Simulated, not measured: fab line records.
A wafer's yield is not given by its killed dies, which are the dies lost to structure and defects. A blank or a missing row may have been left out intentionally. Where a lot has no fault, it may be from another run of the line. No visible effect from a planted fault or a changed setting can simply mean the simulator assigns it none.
Lot-split experiment / flow n5_finfet / 7 lots, 39 wafers read, on a route of 1938 steps

## ABOUT THE SPLIT
At N5_SD_EPI_P_EXPOSE_06 (exposes mask SD P BLK, target cd 240 nm), the setting dose_mj was moved away from the recipe's 39.5 on 12 of the 39 wafers read, by -7.9% to -4.1%. For the rest of the wafers, this setting stayed at what the recipe calls for.

## FROM THE SPLIT TO THE READING: what the file shows between them, 2 steps
- N5_SD_EPI_P_PEB_07: peb time 60 s
- N5_SD_EPI_P_DEVELOP_08: develop time 30 s

## THE READING
cd_nm (nm) at N5_SD_EPI_P_CD_MEAS_09, where the cd target is 240 nm. On this fab line, fault-free wafers typically give 239.7 nm with a standard deviation of 0.78 nm.

wafer=L079.1; tool, chamber at the split=arfi_scanner-01, 0; dose_mj as run=37.88; against the recipe=-4.1%; cd_nm, nm=236.8; against lot-mates on the recipe=-2.7
wafer=L079.2; tool, chamber at the split=arfi_scanner-01, 0; dose_mj as run=39.5; against the recipe=recipe; cd_nm, nm=240.3; against lot-mates on the recipe=-
wafer=L079.3; tool, chamber at the split=arfi_scanner-01, 0; dose_mj as run=37.88; against the recipe=-4.1%; cd_nm, nm=236.8; against lot-mates on the recipe=-2.7
wafer=L079.4; tool, chamber at the split=arfi_scanner-01, 0; dose_mj as run=39.5; against the recipe=recipe; cd_nm, nm=238.5; against lot-mates on the recipe=-
wafer=L079.5; tool, chamber at the split=arfi_scanner-01, 0; dose_mj as run=37.88; against the recipe=-4.1%; cd_nm, nm=236.2; against lot-mates on the recipe=-3.3
wafer=L079.6; tool, chamber at the split=arfi_scanner-01, 0; dose_mj as run=39.5; against the recipe=recipe; cd_nm, nm=239.7; against lot-mates on the recipe=-
wafer=L082.1; tool, chamber at the split=arfi_scanner-01, 0; dose_mj as run=39.5; against the recipe=recipe; cd_nm, nm=241.2; against lot-mates on the recipe=-
wafer=L082.2; tool, chamber at the split=arfi_scanner-01, 0; dose_mj as run=39.5; against the recipe=recipe; cd_nm, nm=242.0; against lot-mates on the recipe=-
wafer=L082.3; tool, chamber at the split=arfi_scanner-01, 0; dose_mj as run=39.5; against the recipe=recipe; cd_nm, nm=240.6; against lot-mates on the recipe=-
wafer=L082.4; tool, chamber at the split=arfi_scanner-01, 0; dose_mj as run=39.5; against the recipe=recipe; cd_nm, nm=240.5; against lot-mates on the recipe=-
wafer=L082.5; tool, chamber at the split=arfi_scanner-01, 0; dose_mj as run=39.5; against the recipe=recipe; cd_nm, nm=240.4; against lot-mates on the recipe=-
wafer=L082.6; tool, chamber at the split=arfi_scanner-01, 0; dose_mj as run=39.5; against the recipe=recipe; cd_nm, nm=241.2; against lot-mates on the recipe=-
wafer=L083.1; tool, chamber at the split=arfi_scanner-02, 0; dose_mj as run=39.5; against the recipe=recipe; cd_nm, nm=240.0; against lot-mates on the recipe=-
wafer=L083.2; tool, chamber at the split=arfi_scanner-02, 0; dose_mj as run=39.5; against the recipe=recipe; cd_nm, nm=239.9; against lot-mates on the recipe=-
wafer=L083.3; tool, chamber at the split=arfi_scanner-02, 0; dose_mj as run=36.39; against the recipe=-7.9%; cd_nm, nm=234.6; against lot-mates on the recipe=-5.3
wafer=L083.4; tool, chamber at the split=arfi_scanner-02, 0; dose_mj as run=36.39; against the recipe=-7.9%; cd_nm, nm=234.9; against lot-mates on the recipe=-5.0
wafer=L083.5; tool, chamber at the split=arfi_scanner-02, 0; dose_mj as run=39.5; against the recipe=recipe; cd_nm, nm=239.9; against lot-mates on the recipe=-
wafer=L083.6; tool, chamber at the split=arfi_scanner-02, 0; dose_mj as run=36.39; against the recipe=-7.9%; cd_nm, nm=234.3; against lot-mates on the recipe=-5.6
wafer=L084.1; tool, chamber at the split=arfi_scanner-03, 0; dose_mj as run=37.71; against the recipe=-4.5%; cd_nm, nm=235.9; against lot-mates on the recipe=-2.3
wafer=L084.2; tool, chamber at the split=arfi_scanner-03, 0; dose_mj as run=39.5; against the recipe=recipe; cd_nm, nm=238.5; against lot-mates on the recipe=-
wafer=L084.3; tool, chamber at the split=arfi_scanner-03, 0; dose_mj as run=39.5; against the recipe=recipe; cd_nm, nm=238.0; against lot-mates on the recipe=-
wafer=L084.4; tool, chamber at the split=arfi_scanner-03, 0; dose_mj as run=37.71; against the recipe=-4.5%; cd_nm, nm=236.0; against lot-mates on the recipe=-2.2
wafer=L084.5; tool, chamber at the split=arfi_scanner-03, 0; dose_mj as run=39.5; against the recipe=recipe; cd_nm, nm=238.0; against lot-mates on the recipe=-
wafer=L084.6; tool, chamber at the split=arfi_scanner-03, 0; dose_mj as run=37.71; against the recipe=-4.5%; cd_nm, nm=236.5; against lot-mates on the recipe=-1.7
wafer=L085.1; tool, chamber at the split=arfi_scanner-01, 0; dose_mj as run=37.02; against the recipe=-6.3%; cd_nm, nm=234.7; against lot-mates on the recipe=-4.5
wafer=L085.2; tool, chamber at the split=arfi_scanner-01, 0; dose_mj as run=39.5; against the recipe=recipe; cd_nm, nm=238.5; against lot-mates on the recipe=-
wafer=L085.3; tool, chamber at the split=arfi_scanner-01, 0; dose_mj as run=37.02; against the recipe=-6.3%; cd_nm, nm=233.9; against lot-mates on the recipe=-5.3
wafer=L085.4; tool, chamber at the split=arfi_scanner-01, 0; dose_mj as run=39.5; against the recipe=recipe; cd_nm, nm=240.1; against lot-mates on the recipe=-
wafer=L085.5; tool, chamber at the split=arfi_scanner-01, 0; dose_mj as run=39.5; against the recipe=recipe; cd_nm, nm=238.9; against lot-mates on the recipe=-
wafer=L085.6; tool, chamber at the split=arfi_scanner-01, 0; dose_mj as run=37.02; against the recipe=-6.3%; cd_nm, nm=235.0; against lot-mates on the recipe=-4.2
wafer=L091.2; tool, chamber at the split=arfi_scanner-02, 0; dose_mj as run=39.5; against the recipe=recipe; cd_nm, nm=239.9; against lot-mates on the recipe=-
wafer=L091.4; tool, chamber at the split=arfi_scanner-02, 0; dose_mj as run=39.5; against the recipe=recipe; cd_nm, nm=240.4; against lot-mates on the recipe=-
wafer=L091.5; tool, chamber at the split=arfi_scanner-02, 0; dose_mj as run=39.5; against the recipe=recipe; cd_nm, nm=239.6; against lot-mates on the recipe=-
wafer=L096.1; tool, chamber at the split=arfi_scanner-01, 0; dose_mj as run=39.5; against the recipe=recipe; cd_nm, nm=239.1; against lot-mates on the recipe=-
wafer=L096.2; tool, chamber at the split=arfi_scanner-01, 0; dose_mj as run=39.5; against the recipe=recipe; cd_nm, nm=239.7; against lot-mates on the recipe=-
wafer=L096.3; tool, chamber at the split=arfi_scanner-01, 0; dose_mj as run=39.5; against the recipe=recipe; cd_nm, nm=239.4; against lot-mates on the recipe=-
wafer=L096.4; tool, chamber at the split=arfi_scanner-01, 0; dose_mj as run=39.5; against the recipe=recipe; cd_nm, nm=238.7; against lot-mates on the recipe=-
wafer=L096.5; tool, chamber at the split=arfi_scanner-01, 0; dose_mj as run=39.5; against the recipe=recipe; cd_nm, nm=239.6; against lot-mates on the recipe=-
wafer=L096.6; tool, chamber at the split=arfi_scanner-01, 0; dose_mj as run=39.5; against the recipe=recipe; cd_nm, nm=239.2; against lot-mates on the recipe=-

THE FIT
A straight line over all 39 wafers: cd_nm changes by +0.726 nm for each +1% of dose_mj; r = +0.92; the points scatter about the line by 0.89 nm.
The same after taking each lot's own level away (the mean of its wafers on the recipe; 39 wafers): +0.669 nm for each +1%; r = +0.96; scatter 0.54 nm.
The reading moves by 5.3 nm for the largest change in dose_mj, on that fit.
Across the lots, their own levels run from 238.17 to 240.98 nm, a range of 3.6 times the standard deviation given above.
Consequently the slope shifts little with the lot-to-lot level, the two slopes agreeing.
Check: -5.22 nm against its lot-mates is what the line predicts for one of the wafers moved furthest among these (-7.9%) when that wafer is left out of the fit. Against them it came out at -5.33 nm.

## FURTHER SPLITS ON THESE WAFERS
Note: prior to the reading, these wafers also went through further splits. Each is held against what the fit with the lots' levels taken away leaves over:
other split on the same wafers=N5_FIN_CUT_ETCH_21 bias_w; wafers away from the commonest value=15; r with cd_nm (lot level and that fit taken away)=-0.07
other split on the same wafers=N5_DUMMY_GATE_ETCH_31 target_depth_a; wafers away from the commonest value=12; r with cd_nm (lot level and that fit taken away)=-0.14

## THE WHOLE CHAIN: every reading that the file lists as answering this split, in the file's order
step=N5_SD_EPI_P_CD_MEAS_09; what it does=target cd 240 nm; reading=cd_nm; change (the file's fit)=+0.661 nm for each +1% of the setting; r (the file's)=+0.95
step=N5_SD_EPI_P_DESCUM_14; what it does=chemistry O2, time 7.9 s; reading=SD_EPI_P.cd_nm (the simulator's own value, which no gauge read); change (the file's fit)=+0.659 nm for each +1% of the setting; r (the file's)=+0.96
step=N5_SD_EPI_P_ETCH_36; what it does=etches SiARC in CF4, target depth 45.5 nm, time 75.8 s; reading=SD_EPI_P.cd_nm (the simulator's own value, which no gauge read); change (the file's fit)=+0.634 nm for each +1% of the setting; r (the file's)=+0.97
step=N5_SD_EPI_P_ETCH_37; what it does=etches SOC in N2/H2, overetch 108 nm, time 486 s; reading=SD_EPI_P.cd_nm (the simulator's own value, which no gauge read); change (the file's fit)=+0.675 nm for each +1% of the setting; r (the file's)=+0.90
step=N5_SD_EPI_P_ETCH_47; what it does=etches SiOCN in CH3F/O2, target depth 25 nm; reading=SD_EPI_P.cd_nm (the simulator's own value, which no gauge read); change (the file's fit)=+0.668 nm for each +1% of the setting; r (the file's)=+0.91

## THE FILE'S OWN FIT
cd_nm changes by +0.661 nm for each +1% of dose_mj, r = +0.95.
